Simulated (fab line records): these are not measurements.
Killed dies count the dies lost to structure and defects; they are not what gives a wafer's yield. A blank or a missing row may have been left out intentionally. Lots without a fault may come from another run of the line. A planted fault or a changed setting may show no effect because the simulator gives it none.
A lot that was struck, set against a sound lot	flow nand-harc	14 out of 1302 route steps
Sound: these wafers, L481.1, L481.3, L481.4. Struck: wafers L471.4, L471.5, L471.6. The cause is named last.
Each step with rows lists, per side, the tool, then ch with its chambers, then its first start. Under that, the readings that differ: sound wafers	struck wafers	difference of the means	sigmas: that difference in standard deviations of wafers without a fault.
alike: words and numbers the same on both sides, and readings whose means are apart by under 2 such deviations; not compared: readings that were withheld, readings missing a value for some wafer, numbers with overlapping values and no deviation given by the record, and bounds like >300 which may hide the same value.
Wherever a step has rows on one side only, a row that says differs or no value, or a row with sigmas, the two part there. When numbers do not overlap yet have no deviation, they are printed without sigmas and do not part them. A reading that every wafer of one side lacks parts them only if that side has two wafers or more.

NHARC_A_BLC_PVD_32: deposits Ti, target thk 5 nm, time 17.7 s.
  sound on pvd-sputter-01; struck on pvd-sputter-01
  alike: throttle-valve-pct
NHARC_A_BLC_ALD_23: deposits TiN, target thk 3 nm, pulse time 1 s, ald cycles 150.
  sound on ald-metal-03 ch 1,2,3, day 29 20:37; struck on ald-metal-02 ch 0,1, day 26 21:15
  alike: heater-power-w, precursor-pulse-height-rel
NHARC_A_BLC_CVD_24: deposits W, target thk 150 nm, time 434 s.
  sound on cvd-w-01 ch 0,1; struck on cvd-w-01 ch 0,1
  alike: heater-power-w, throttle-valve-pct
NHARC_A_BLC_CMP_25: polishes, t overpolish 30 s, target thk 150 nm.
  sound on cmp-04 ch 1,2,3, day 29 21:20; struck on cmp-01 ch 1,2,3, day 26 22:01
reading	sound	struck	difference	sigmas
time-to-endpoint-s (s)	25.1 29.6 27.1	29.8 34.8 35.8	+6.2	+2
  alike: motor-current-A, overpolish-run-s, retaining-ring-pressure-frac
then, 1 step without rows for these wafers: NHARC_A_BLC_SRD_27.
NHARC_A_BLC_INSPECT_28:
  sound: defect-inspect-02 at day 29 21:44; struck: defect-inspect-02 at day 26 22:22
  alike: raw-defect-count
then, 5 steps without rows for these wafers: NHARC_A_M0_DEP_00 (deposits SiOC, target thk 150 nm); NHARC_A_M0_DEHYDRATE_01 (time 120 s); NHARC_A_M0_HMDS_02 (time 30 s); NHARC_A_M0_COAT_33 (time 65 s); NHARC_A_M0_COAT_03 (resist thk 90 nm).
NHARC_A_M0_SOFTBAKE_04: time 55 s.
  sound on litho-track-01 ch 0, day 29 22:00; struck on litho-track-01 ch 0, day 26 22:00
reading	sound	struck	difference	sigmas
heater-power-total-W (W)	188.43 188.26 188.45	183.75 184.06 183.78	-4.52	-35
  alike: plate-temp-C
then, 1 step without rows for these wafers: NHARC_A_M0_EBR_05.
NHARC_END_SORT_01:
  at this point the record logs the struck wafers (prober-02 ch 0, day 28 19:49) and has no rows for the sound ones

WHERE THEY PART
Last at NHARC_END_SORT_01 as far as this record goes, first at NHARC_A_BLC_CMP_25.

WHY: the cause the simulator had injected
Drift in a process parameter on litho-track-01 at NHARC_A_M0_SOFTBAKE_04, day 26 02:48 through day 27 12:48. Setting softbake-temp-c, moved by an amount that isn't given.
